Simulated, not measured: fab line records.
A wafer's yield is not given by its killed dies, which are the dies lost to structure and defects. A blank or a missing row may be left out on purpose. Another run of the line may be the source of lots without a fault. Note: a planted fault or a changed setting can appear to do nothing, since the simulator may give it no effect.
Problem report in the 8D (eight disciplines) form, filled by code -- flow n5 finfet -- the parts of the form that need people (team, actions taken, sign-off) are left out

== 1. THE ISSUE ==
Wafers without a fault read 1499.8 rpm, standard deviation 0.98; spin speed rpm at N5_FIN_CUT_COAT_29 reads a mean of 1688.7 rpm on 6 wafers belonging to 2 lots. So: +99 or more standard deviations from the usual mean.
The step: time 60 s, resist thk 10 nm.
Seen first at day 5 13:59 on litho track-01, wafer L813.1. Wafers with a number at this step in the record: 27, from 9 lots. Rule for "out", or "out of limits": more than 4 standard deviations from the usual mean. The rest of the wafers with a number are treated as sound.

== 2. WHAT IT IS, AND WHAT IT ISN'T ==
question,is,is not
which readings at this step,spin speed rpm,-
which lots,"L813, L815","L799, L803, L805, L806, L812, L814, L822"
which wafers of those lots,all that have a number,-
read on which tools,litho track-01,"litho track-04, litho track-05"
when,from day 5 13:59,"up to then (15 sound wafers); but 6 sound wafers of L814, L822 came after"

== 3. THE SUSPECTS, EACH WITH WHAT RULES IT OUT ==
Counting: a tool stays on the suspect list if, at a process step up to the reading, it processed all lots that are out and no sound lot following the first of them.
- rie diel-03 at N5_FIN_SAQP_SPACER2_ETCHBACK_29 (etches SiO2 in CHF3/O2, target depth 12.2 nm, time 6.1 s): kept. It processed each lot that is out, first L813 at day 5 13:10, and no sound lot thereafter; up to then, the last sound lot it processed was L805 at day 3 13:25.
- litho track-01 at N5_FIN_CUT_COAT_29 (time 60 s, resist thk 10 nm): kept. It processed each lot that is out, first L813 at day 5 13:59, and no sound lot thereafter; up to then, the last sound lot it processed was L806 at day 3 20:26. Its own readings are out on those wafers: spin speed rpm.
The count leaves litho track-01 at N5_FIN_CUT_COAT_29 and rie diel-03 at N5_FIN_SAQP_SPACER2_ETCHBACK_29.

== 4. THE CAUSE (what the simulator had put in) ==
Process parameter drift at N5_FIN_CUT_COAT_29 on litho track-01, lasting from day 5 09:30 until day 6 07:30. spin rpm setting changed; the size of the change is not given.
After counting, 2 suspects remain, this tool included.

== 5. THE EFFECT CHAIN, in route order ==
One row per reading whose mean, taken over the struck wafers that have a number, lies over 3 standard deviations from the usual. Only readings for which the record gives a usual standard deviation are gone through. hours: the time from each lot's start at the first step in this table that gives one to its start at this step, as a median over the lots. sigmas: the change in usual standard deviations.
hours,step,reading,usual,on struck wafers,change,sigmas
0,N5_FIN_CUT_COAT_29,spin speed rpm,1499.8 rpm,1688.7,+188.9,+99 or more
Here are the process steps it includes:
- N5_FIN_CUT_COAT_29: time 60 s, resist thk 10 nm.

== 6. HOW IT WOULD HAVE BEEN CAUGHT EARLIER ==
In this record no reading fell out of limits until day 5 13:59, 4 hours after the fault had begun at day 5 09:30.
